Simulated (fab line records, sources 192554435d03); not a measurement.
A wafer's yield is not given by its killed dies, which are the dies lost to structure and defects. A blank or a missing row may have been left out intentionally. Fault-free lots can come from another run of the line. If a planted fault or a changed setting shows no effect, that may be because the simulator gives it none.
A struck lot beside a sound one ; flow n5-finfet ; 39 steps out of a route of 1938
Sound: these wafers, L707.2, L707.3, L707.6. Struck: wafer L719.2 (L719.1, L719.6, from the same lot, were not struck and are left out); the cause is given at the end.
Per side, at each step with rows, come the tool, then ch with its chambers, and then its first start. Under that, the readings that differ: sound wafers ; struck wafers ; difference of the means ; sigmas: that difference in standard deviations of wafers without a fault.
alike: readings whose means differ by less than 2 such deviations, and words and numbers that are the same on both sides. not compared: withheld readings, readings that some wafer has no value for, bounds like >300 that may hide the same value, and numbers for which the record gives no deviation and whose values overlap.
A row with sigmas, a row that says differs or no value, or rows on one side alone: a step with any of these is where the two part. Numbers that don't overlap but have no deviation are shown without sigmas and don't part them. A reading missing from all wafers of one side parts the sides only when that side holds two or more wafers.

first, 10 steps without rows for these wafers: N5_BEOL_M4_STRIP_36 (strips in N2/H2); N5_BEOL_M4_TRENCH_ETCH_37 (etches SiOC in C4F6/O2, target depth 55.555 nm, time 29.2 s); N5_BEOL_M4_ETCH_41 (etches SiCN in CH3F/O2, target depth 29.9 nm, time 52.5 s); N5_BEOL_M4_STRIP_97 (strips in N2/H2, time 10 s); N5_BEOL_M4_HM_STRIP_39 (strips TiN in peroxide tin strip, target depth 25 nm, time 158 s); N5_BEOL_M4_SRD_40 (time 30 s); N5_BEOL_M4_PRECLEAN_42 (cleans in residue remover, time 60 s); N5_BEOL_M4_SRD_43 (time 30 s); N5_BEOL_M4_DEGAS_44 (time 60 s); N5_BEOL_M4_PRE_CLEAN_45 (time 30 s).
N5_BEOL_M4_ALD_84: deposits TaN, pulse time 2 s, purge time 3 s, co reactant purge time 2 s.
  sound on ald-metal-03 ch 0,1,2, day 10 11:23; struck on ald-metal-01 ch 1, day 14 21:53
  alike: heater-power-outer-w, heater-power-w, mfc-carrier-sccm, precursor-vessel-pressure-torr
  not compared: since-wet-clean-h
then, 26 steps without rows for these wafers: N5_BEOL_M4_SURFACE_TREAT_85; N5_BEOL_M4_CVD_47 (deposits Co from CCTBA/H2, target thk 3 nm, time 223.8 s); N5_BEOL_M4_SPUTTER_48 (material Cu, target thk 4.5 nm, time 8.29 s); N5_BEOL_M4_ANNEAL_49 (time 240 s); N5_BEOL_M4_SPUTTER_79 (material Cu, target thk 4.5 nm, time 8.29 s); N5_BEOL_M4_ANNEAL_80 (time 240 s); N5_BEOL_M4_SPUTTER_81 (material Cu, target thk 4.5 nm, time 8.29 s); N5_BEOL_M4_ANNEAL_82 (time 240 s); N5_BEOL_M4_SPUTTER_86 (material Cu, target thk 4.5 nm, time 8.29 s); N5_BEOL_M4_ANNEAL_87 (time 240 s); N5_BEOL_M4_SPUTTER_88 (material Cu, target thk 4.5 nm, time 8.29 s); N5_BEOL_M4_ANNEAL_89 (time 240 s); N5_BEOL_M4_SPUTTER_90 (material Cu, target thk 4.5 nm, time 8.29 s); N5_BEOL_M4_ANNEAL_91 (time 240 s); N5_BEOL_M4_SPUTTER_92 (material Cu, target thk 4.5 nm, time 8.29 s); N5_BEOL_M4_ANNEAL_93 (time 240 s); N5_BEOL_M4_SPUTTER_94 (material Cu, target thk 4.5 nm, time 8.29 s); N5_BEOL_M4_ANNEAL_95 (time 240 s); N5_BEOL_M4_SPUTTER_96 (material Cu, target thk 4.5 nm, time 8.29 s); N5_BEOL_M4_ECD_50 (material Cu, target thk 300 nm); N5_BEOL_M4_ANNEAL_51 (time 90 s); N5_BEOL_M4_CMP_52 (polishes, stops on SiOC, t overpolish 6.8 s, target thk 40 nm); N5_BEOL_M4_PRE_CLEAN_60 (time 15 s); N5_BEOL_M4_CO_CAP_55 (material Co, precursor CCTBA/H2, target thk 2 nm, time 102.1 s); N5_BEOL_M4_PRE_CLEAN_56 (time 15 s); N5_BEOL_M4_DEP_57 (deposits SiCN from 3MS/NH3, target thk 8 nm, time 14 s).
N5_BEOL_M4_RC_MEAS_101:
  sound on prober-01 ch 0, day 10 14:56; struck on prober-01 ch 0, day 15 02:00
reading;sound;struck;difference;sigmas
COMB_M4_max_site (S/m);1.07e-10 6e-11 8.8e-11;1.58e-10;+7.30e-11;+4
ION_N (uA/um);656 664 664;700;+39;+3
  alike: DIBL_N, DIBL_P, IOFF_N, IOFF_P, ION_P, SS_N, SS_P, VT_N, VT_P
-- the record jumps here: 5 days lie between the struck wafers' starts before and after (it left off in module BEOL_M4 and takes up again in module PASSIVATION, whose first step shown is number 1936 of the route) --
N5_PASSIVATION_PROBE_49:
  sound on prober-02, day 15 04:43; struck on prober-02, day 19 23:47
reading;sound;struck;difference;sigmas
killed_at_M4_up;6 13 8;32;+23;+4
sort_bin_4_leakage (%);0 0 0;0.76;+0.76;+35
  alike: defect-limited-yield, killed_at_M0_to_M3, killed-at-contacts, killed-at-front-end, killed-at-other, killed-dies, killed-open, killed-short, sort_bin_5_function, sort_bin_6_memory, sort-n-pass, sort-yield-pct

== WHERE THEY PART ==
Earliest at N5_BEOL_M4_RC_MEAS_101; latest, in this record, at N5_PASSIVATION_PROBE_49.

WHY: whatever the simulator had introduced
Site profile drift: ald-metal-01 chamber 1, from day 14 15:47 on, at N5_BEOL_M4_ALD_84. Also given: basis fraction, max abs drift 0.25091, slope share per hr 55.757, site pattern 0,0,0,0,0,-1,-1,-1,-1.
